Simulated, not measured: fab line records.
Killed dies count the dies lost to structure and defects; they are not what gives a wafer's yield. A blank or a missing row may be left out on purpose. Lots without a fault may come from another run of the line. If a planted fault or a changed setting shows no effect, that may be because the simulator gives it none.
Matching of chambers	flow n5_finfet	N5_BEOL_M9_CMP_52 on cmp-02 has 4 sister chambers
The step polishes, stops on SiCOH lowk, t overpolish 7 s, target thk 140 nm. 18 wafers are shown with their chamber, then 9 later ones without.

== WAFERS, EACH WITH ITS CHAMBER ==
wafer	chamber	motor_current_A (A)	overpolish_run_s (s)	time_to_endpoint_s (s)
L079.1	1	6.2	6.997	63
L079.4	2	6.3	7.004	59
L079.6	3	5.8	7.013	65
L081.1	2	6.1	6.990	60
L081.2	0	5.0	7.001	59
L081.3	3	5.9	7.004	60
L083.2	2	6.0	7.008	62
L083.5	2	6.1	6.991	61
L083.6	1	6.8	6.992	64
L085.1	0	5.5	6.996	60
L085.2	2	5.8	6.998	58
L085.5	0	5.0	6.986	59
L088.2	0	5.4	6.988	63
L088.5	1	6.3	6.991	65
L088.6	0	5.1	7.006	60
L089.2	1	6.3	6.990	67
L089.3	2	6.1	7.018	65
L089.6	2	6.1	7.009	63

SIGNATURES, as means of the wafers listed above
reading	chamber 0	chamber 1	chamber 2	chamber 3	scatter within a chamber
motor_current_A	5.200	6.400	6.071	5.850	0.203
overpolish_run_s	6.99540	6.99250	7.00257	7.00850	0.00837
time_to_endpoint_s	60.20	64.75	61.14	62.50	2.19
Rule: a wafer's distance from a chamber is the root of the sum, over the readings, of the square of ((its reading less the chamber's mean) divided by the reading's scatter). The wafer belongs to the nearest chamber; if the next one is less than 2 further off, it can't be placed. How the scatter is found: for the shown wafers, subtract from each reading the mean of its chamber, square and add these, divide the total by (wafers less chambers), then take the root.

== WAFERS MISSING THEIR CHAMBER ==
wafer	motor_current_A (A)	overpolish_run_s (s)	time_to_endpoint_s (s)
L095.2	5.5	7.006	65
L095.3	6.5	7.000	66
L095.5	6.4	6.998	67
L097.2	5.1	6.990	65
L097.3	6.0	7.003	63
L097.6	6.3	6.998	68
L096.2	5.6	6.987	67
L096.4	6.0	7.010	63
L096.6	6.0	7.005	65

== WHICH CHAMBER EACH WENT THROUGH ==
wafer	from the rows above	in truth
L095.2	can't be placed: 3 or 0 or 2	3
L095.3	can't be placed: 1 or 2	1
L095.5	can't be placed: 1 or 2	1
L097.2	0	0
L097.3	can't be placed: 2 or 3 or 1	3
L097.6	can't be placed: 1 or 2 or 3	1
L096.2	can't be placed: 3 or 0 or 2 or 1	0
L096.4	can't be placed: 3 or 2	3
L096.6	can't be placed: 3 or 2 or 1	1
1 of 9 placed correctly. Unplaceable from these rows: 8, with the true chamber sitting among the candidates in 8. Number placed wrongly: 0.
